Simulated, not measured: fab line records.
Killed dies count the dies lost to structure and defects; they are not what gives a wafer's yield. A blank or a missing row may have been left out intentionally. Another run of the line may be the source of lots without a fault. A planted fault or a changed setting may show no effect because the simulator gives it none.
Chamber matching + flow n5-finfet + rie-diel-03 running N5_BEOL_M13_VIA_ETCH_16: 4 sister chambers
The step etches SiOC in C4F8/O2/Ar, target depth 921.7 nm. 16 wafers are shown with their chamber, then 8 later ones without.

## WAFERS WITH THEIR CHAMBER
| wafer  | chamber | drypump-motor-current-A (A) | showerhead-plenum-p-Torr (Torr) | throttle-valve-pct (%) |
|--------|---------|-----------------------------|---------------------------------|------------------------|
| L075.1 | 2       | 4.9                         | 3.37                            | 24.13                  |
| L075.4 | 3       | 5.9                         | 3.50                            | 24.25                  |
| L075.6 | 3       | 6.0                         | 3.50                            | 24.26                  |
| L077.2 | 0       | 6.8                         | 3.45                            | 24.42                  |
| L077.3 | 2       | 4.9                         | 3.37                            | 24.12                  |
| L077.5 | 1       | 6.1                         | 3.57                            | 24.44                  |
| L083.1 | 2       | 4.9                         | 3.37                            | 24.12                  |
| L083.5 | 2       | 4.9                         | 3.37                            | 24.13                  |
| L083.6 | 1       | 6.1                         | 3.56                            | 24.47                  |
| L086.1 | 0       | 6.8                         | 3.44                            | 24.44                  |
| L086.2 | 3       | 5.9                         | 3.49                            | 24.27                  |
| L086.4 | 2       | 4.9                         | 3.36                            | 24.15                  |
| L090.1 | 0       | 6.8                         | 3.44                            | 24.44                  |
| L090.4 | 2       | 4.9                         | 3.36                            | 24.15                  |
| L090.5 | 0       | 6.7                         | 3.44                            | 24.43                  |
| L093.3 | 3       | 5.9                         | 3.48                            | 24.28                  |

SIGNATURES, as means of the wafers listed above
| reading                  | chamber 0 | chamber 1 | chamber 2 | chamber 3 | scatter within a chamber |
|--------------------------|-----------|-----------|-----------|-----------|--------------------------|
| drypump-motor-current-A  | 6.775     | 6.100     | 4.900     | 5.925     | 0.0354                   |
| showerhead-plenum-p-Torr | 3.4425    | 3.5650    | 3.3667    | 3.4925    | 0.00667                  |
| throttle-valve-pct       | 24.4325   | 24.4550   | 24.1333   | 24.2650   | 0.0134                   |
Rule: distance of a wafer from a chamber = root of the sum over the readings of ((wafer's reading minus chamber's mean) / reading's scatter) squared. The wafer belongs to the nearest chamber; if the next one is less than 2 further off, it can't be placed. The scatter: the root of (the sum of the squares of (reading less its chamber's mean) over the shown wafers, divided by (wafers less chambers)).

## WAFERS WITH NO CHAMBER GIVEN
| wafer  | drypump-motor-current-A (A) | showerhead-plenum-p-Torr (Torr) | throttle-valve-pct (%) |
|--------|-----------------------------|---------------------------------|------------------------|
| L093.4 | 6.7                         | 3.44                            | 24.44                  |
| L093.6 | 6.8                         | 3.44                            | 24.45                  |
| L094.1 | 5.9                         | 3.48                            | 24.29                  |
| L094.4 | 4.9                         | 3.35                            | 24.15                  |
| L094.5 | 6.1                         | 3.55                            | 24.52                  |
| L097.1 | 6.0                         | 3.48                            | 24.29                  |
| L097.2 | 6.7                         | 3.44                            | 24.45                  |
| L097.5 | 6.0                         | 3.55                            | 24.51                  |

## WHICH CHAMBER EACH ONE RAN IN
| wafer  | from the rows above | in truth |
|--------|---------------------|----------|
| L093.4 | 0                   | 0        |
| L093.6 | 0                   | 0        |
| L094.1 | 3                   | 3        |
| L094.4 | 2                   | 2        |
| L094.5 | 1                   | 1        |
| L097.1 | 3                   | 3        |
| L097.2 | 0                   | 0        |
| L097.5 | 1                   | 1        |
Correct placement for 8 of the 8. Number that these rows cannot place: 0. 0 placed wrongly.
